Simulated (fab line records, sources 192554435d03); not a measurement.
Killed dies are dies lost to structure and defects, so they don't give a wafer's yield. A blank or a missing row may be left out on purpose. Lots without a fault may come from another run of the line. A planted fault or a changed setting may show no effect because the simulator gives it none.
Chamber matching | flow n5_finfet | N5_BEOL_M8_STRIP_67 on rie_diel-04: 4 sister chambers
The step strips in CF4. 36 wafers are shown with their chamber, then 12 later ones without.

WAFERS WITH THEIR CHAMBER
wafer  | chamber | drypump_motor_current_A (A) | showerhead_plenum_p_Torr (Torr) | throttle_valve_pct (%)
L074.3 | 1       | 5.7                         | 1.80                            | 13.81
L074.4 | 1       | 5.7                         | 1.80                            | 13.82
L074.5 | 0       | 6.6                         | 1.71                            | 13.57
L075.1 | 3       | 5.7                         | 1.84                            | 13.43
L075.2 | 1       | 5.7                         | 1.79                            | 13.86
L075.3 | 0       | 6.6                         | 1.70                            | 13.58
L075.4 | 2       | 5.8                         | 1.84                            | 13.06
L075.5 | 2       | 5.7                         | 1.84                            | 13.04
L075.6 | 3       | 5.6                         | 1.84                            | 13.43
L076.1 | 3       | 5.6                         | 1.84                            | 13.44
L076.2 | 0       | 6.6                         | 1.70                            | 13.59
L076.3 | 1       | 5.7                         | 1.79                            | 13.85
L076.4 | 3       | 5.7                         | 1.84                            | 13.43
L076.5 | 1       | 5.7                         | 1.79                            | 13.83
L076.6 | 0       | 6.6                         | 1.70                            | 13.58
L077.1 | 0       | 6.6                         | 1.70                            | 13.59
L077.2 | 1       | 5.7                         | 1.79                            | 13.84
L077.3 | 3       | 5.6                         | 1.84                            | 13.45
L077.4 | 0       | 6.6                         | 1.70                            | 13.56
L077.5 | 3       | 5.7                         | 1.84                            | 13.44
L077.6 | 1       | 5.7                         | 1.79                            | 13.83
L078.3 | 0       | 6.6                         | 1.70                            | 13.59
L078.4 | 0       | 6.6                         | 1.70                            | 13.58
L078.5 | 3       | 5.7                         | 1.84                            | 13.45
L079.1 | 0       | 6.6                         | 1.70                            | 13.60
L079.2 | 2       | 5.8                         | 1.84                            | 13.08
L079.3 | 1       | 5.7                         | 1.79                            | 13.85
L079.4 | 3       | 5.7                         | 1.84                            | 13.45
L079.5 | 2       | 5.8                         | 1.84                            | 13.07
L079.6 | 1       | 5.7                         | 1.79                            | 13.83
L083.2 | 3       | 5.7                         | 1.84                            | 13.47
L083.3 | 1       | 5.7                         | 1.79                            | 13.87
L083.6 | 3       | 5.6                         | 1.83                            | 13.48
L086.4 | 2       | 5.7                         | 1.83                            | 13.12
L086.5 | 2       | 5.7                         | 1.83                            | 13.11
L086.6 | 3       | 5.7                         | 1.83                            | 13.53

SIGNATURES (means of the wafers above)
reading                  | chamber 0 | chamber 1 | chamber 2 | chamber 3 | scatter within a chamber
drypump_motor_current_A  | 6.600     | 5.700     | 5.750     | 5.664     | 0.0356
showerhead_plenum_p_Torr | 1.7011    | 1.7920    | 1.8367    | 1.8382    | 0.00413
throttle_valve_pct       | 13.5822   | 13.8390   | 13.0800   | 13.4545   | 0.0235
Rule: a wafer's distance from a chamber is the root of the sum, over the readings, of the square of ((its reading less the chamber's mean) divided by the reading's scatter). The wafer belongs to the nearest chamber; if the next one is less than 2 further off, it can't be placed. The scatter: the root of (the sum of the squares of (reading less its chamber's mean) over the shown wafers, divided by (wafers less chambers)).

WAFERS WITHOUT THEIR CHAMBER
wafer  | drypump_motor_current_A (A) | showerhead_plenum_p_Torr (Torr) | throttle_valve_pct (%)
L090.2 | 5.7                         | 1.79                            | 13.90
L090.3 | 5.7                         | 1.83                            | 13.13
L090.5 | 5.7                         | 1.79                            | 13.90
L088.1 | 6.7                         | 1.91                            | 13.04
L088.4 | 5.7                         | 1.79                            | 13.91
L088.6 | 6.6                         | 1.91                            | 13.06
L091.1 | 5.8                         | 1.83                            | 13.14
L091.3 | 5.7                         | 1.83                            | 13.52
L091.6 | 5.7                         | 1.83                            | 13.14
L097.2 | 5.7                         | 1.83                            | 12.98
L097.3 | 6.6                         | 1.90                            | 13.12
L097.5 | 5.7                         | 1.78                            | 13.96

WHICH CHAMBER EACH WENT THROUGH
wafer  | from the rows above | in truth
L090.2 | 1                   | 1
L090.3 | 2                   | 2
L090.5 | 1                   | 1
L088.1 | 2                   | 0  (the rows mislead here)
L088.4 | 1                   | 1
L088.6 | 2                   | 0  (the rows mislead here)
L091.1 | 2                   | 2
L091.3 | 3                   | 3
L091.6 | 2                   | 2
L097.2 | 2                   | 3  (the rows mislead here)
L097.3 | 2                   | 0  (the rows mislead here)
L097.5 | 1                   | 1
Placed correctly: 8 of 12. Can't be placed from these rows: 0. Placed wrongly: 4.
